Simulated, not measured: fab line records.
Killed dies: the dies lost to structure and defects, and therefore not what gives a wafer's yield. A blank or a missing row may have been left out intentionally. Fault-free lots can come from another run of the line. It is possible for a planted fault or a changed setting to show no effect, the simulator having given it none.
Split-lot study | flow n5 finfet | 7 lots, 21 wafers read, on a route of 1938 steps

== THE SPLIT ==
At N5_SDB_CUT_ETCH_26 (etches Si in HBr/Cl2/O2, target depth 129.6 nm, bt time 20 s, time 51.8 s), the setting icp w was moved away from the recipe's 800 W on 8 of the 21 wafers read, by -17.3% to +15.8%. For the rest of the wafers, this setting stayed at what the recipe calls for.

The split's own step is where the reading is taken.

== THE READING ==
SDB.feature depth nm (the simulator's own value, which no gauge read), in nm, at N5_SDB_CUT_ETCH_26 (etches Si in HBr/Cl2/O2, target depth 129.6 nm, bt time 20 s, time 51.8 s). No usual value for it is given in the file. Average 129.1 nm, standard deviation 2.5 nm, over the 13 wafers here run with the recipe.

wafer  | tool, chamber at the split | icp w as run, W | against the recipe | SDB.feature depth nm, nm | against lot-mates on the recipe
L078.1 | rie si-06, 0               | 800             | recipe             | 131                      | -
L078.4 | rie si-06, 3               | 800             | recipe             | 131.8                    | -
L078.6 | rie si-06, 3               | 800             | recipe             | 132.2                    | -
L083.1 | rie si-04, 2               | 755.6           | -5.5%              | 124                      | -6.8
L083.2 | rie si-04, 0               | 800             | recipe             | 130.8                    | -
L083.4 | rie si-04, 3               | 755.6           | -5.5%              | 122.8                    | -8.0
L089.3 | rie si-04, 0               | 800             | recipe             | 129.6                    | -
L089.4 | rie si-04, 2               | 800             | recipe             | 127.2                    | -
L089.6 | rie si-04, 0               | 912.8           | +14.1%             | 137.6                    | +9.2
L090.1 | rie si-04, 3               | 661.8           | -17.3%             | 115.2                    | -13.5
L090.2 | rie si-04, 1               | 800             | recipe             | 131.2                    | -
L090.5 | rie si-04, 2               | 800             | recipe             | 126.2                    | -
L092.2 | rie si-06, 1               | 800             | recipe             | 131.8                    | -
L092.5 | rie si-06, 2               | 800             | recipe             | 126.4                    | -
L092.6 | rie si-06, 1               | 920.7           | +15.1%             | 139.8                    | +10.7
L096.3 | rie si-04, 3               | 926.8           | +15.8%             | 133                      | +6.3
L096.4 | rie si-04, 0               | 800             | recipe             | 129                      | -
L096.6 | rie si-04, 3               | 800             | recipe             | 124.4                    | -
L097.2 | rie si-04, 0,1             | 735.1           | -8.1%              | 125.2                    | -1.8
L097.3 | rie si-04, 0,1             | 735.1           | -8.1%              | 125.2                    | -1.8
L097.4 | rie si-04, 3               | 800             | recipe             | 127                      | -
The file does not say which wafer passed through which chamber wherever a row lists several chambers: such a row stands for several wafers.

THE FIT
A straight line over all 21 wafers: SDB.feature depth nm changes by +0.607 nm for each +1% of icp w; r = +0.87; the points scatter about the line by 2.7 nm.
The same after taking each lot's own level away (the mean of its wafers on the recipe; 21 wafers): +0.629 nm for each +1%; r = +0.90; scatter 2.5 nm.
Per that fit: largest icp w move, reading shift of 11 nm.
The span of the lots' own levels, 126.70 to 131.67 nm, comes to 2.0 times the standard deviation stated above.
The two slopes agree, so the slope changes little with the lot-to-lot level.
Check: for one of the wafers moved furthest among these (-17.3%), held out of the fit, the line's prediction against its lot-mates is -10.1 nm. Against them it came out at -13.5 nm.

== OTHER SPLITS ON THESE WAFERS ==
These wafers also went through other splits before the reading. Each is held against what the fit with the lots' levels taken away leaves over:
other split on the same wafers | wafers away from the commonest value | r with SDB.feature depth nm (lot level and that fit taken away)
N5_SD_ACTIVATION_LSA_01 temp c | 8                                    | -0.35

== THE WHOLE CHAIN: every reading that the file lists as answering this split, in the file's order ==
step               | what it does                                                              | reading                                                               | change (the file's fit)               | r (the file's)
N5_SDB_CUT_ETCH_26 | etches Si in HBr/Cl2/O2, target depth 129.6 nm, bt time 20 s, time 51.8 s | etch.depth nm (the simulator's own value, which no gauge read)        | +0.635 nm for each +1% of the setting | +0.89
N5_SDB_CUT_ETCH_26 | etches Si in HBr/Cl2/O2, target depth 129.6 nm, bt time 20 s, time 51.8 s | SDB.feature depth nm (the simulator's own value, which no gauge read) | +0.634 nm for each +1% of the setting | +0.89

== FILE'S OWN FIT ==
SDB.feature depth nm changes by +0.634 nm for each +1% of icp w, r = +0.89.
